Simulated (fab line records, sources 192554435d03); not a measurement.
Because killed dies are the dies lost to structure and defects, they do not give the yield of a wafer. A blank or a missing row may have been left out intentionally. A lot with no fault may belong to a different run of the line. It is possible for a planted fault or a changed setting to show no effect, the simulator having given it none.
Chamber matching ; flow n5 finfet ; N5_BEOL_M0_SAQP_ILD_DEP_01 on pecvd-01 has 3 sister chambers
The step deposits SiOC from DEMS/O2, target thk 45.419 nm, time 8.7 s. 16 wafers are shown with their chamber, then 8 later ones without.

## EACH WAFER AND ITS CHAMBER
wafer;chamber;throttle valve pct (%);heater power w (W);showerhead plenum p Torr (Torr)
L078.1;1;13.8;452;5.689
L078.3;1;13.7;462;5.689
L078.6;1;13.6;466;5.683
L080.1;1;13.5;426;5.689
L080.2;2;11.1;507;5.692
L080.4;1;13.6;433;5.668
L084.3;0;11.2;528;5.685
L084.4;0;10.7;529;5.690
L084.6;1;14.0;519;5.673
L085.2;2;11.2;559;5.722
L085.4;0;11.1;546;5.674
L085.5;2;11.1;551;5.710
L086.2;0;10.9;525;5.674
L086.3;2;11.0;532;5.700
L086.5;2;11.5;527;5.688
L091.1;0;10.8;507;5.683

SIGNATURES (means of the wafers above)
reading;chamber 0;chamber 1;chamber 2;scatter within a chamber
throttle valve pct;10.940;13.700;11.180;0.192
heater power w;527.00;459.67;535.20;24.7
showerhead plenum p Torr;5.68120;5.68183;5.70240;0.0103
Rule: distance of a wafer from a chamber = root of the sum over the readings of ((wafer's reading minus chamber's mean) / reading's scatter) squared. If the next closest chamber is less than 2 further off than the closest, the wafer can't be placed; otherwise it belongs to the closest. The scatter: the root of (the sum of the squares of (reading less its chamber's mean) over the shown wafers, divided by (wafers less chambers)).

## WAFERS WHOSE CHAMBER IS MISSING
wafer;throttle valve pct (%);heater power w (W);showerhead plenum p Torr (Torr)
L091.2;13.8;509;5.687
L091.6;10.9;512;5.685
L095.2;10.4;602;5.707
L095.3;13.9;416;5.698
L095.5;10.8;562;5.669
L096.2;11.0;564;5.697
L096.4;13.8;517;5.693
L096.5;11.3;563;5.689

## EACH ONE'S CHAMBER
wafer;from the rows above;in truth
L091.2;1;1
L091.6;can't be placed: 0 or 2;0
L095.2;can't be placed: 0 or 2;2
L095.3;1;1
L095.5;can't be placed: 0 or 2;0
L096.2;can't be placed: 2 or 0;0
L096.4;1;1
L096.5;can't be placed: 2 or 0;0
Correct placement for 3 of the 8. Cannot be placed on the basis of these rows: 5; the candidates contain the true chamber in 5. Number placed wrongly: 0.
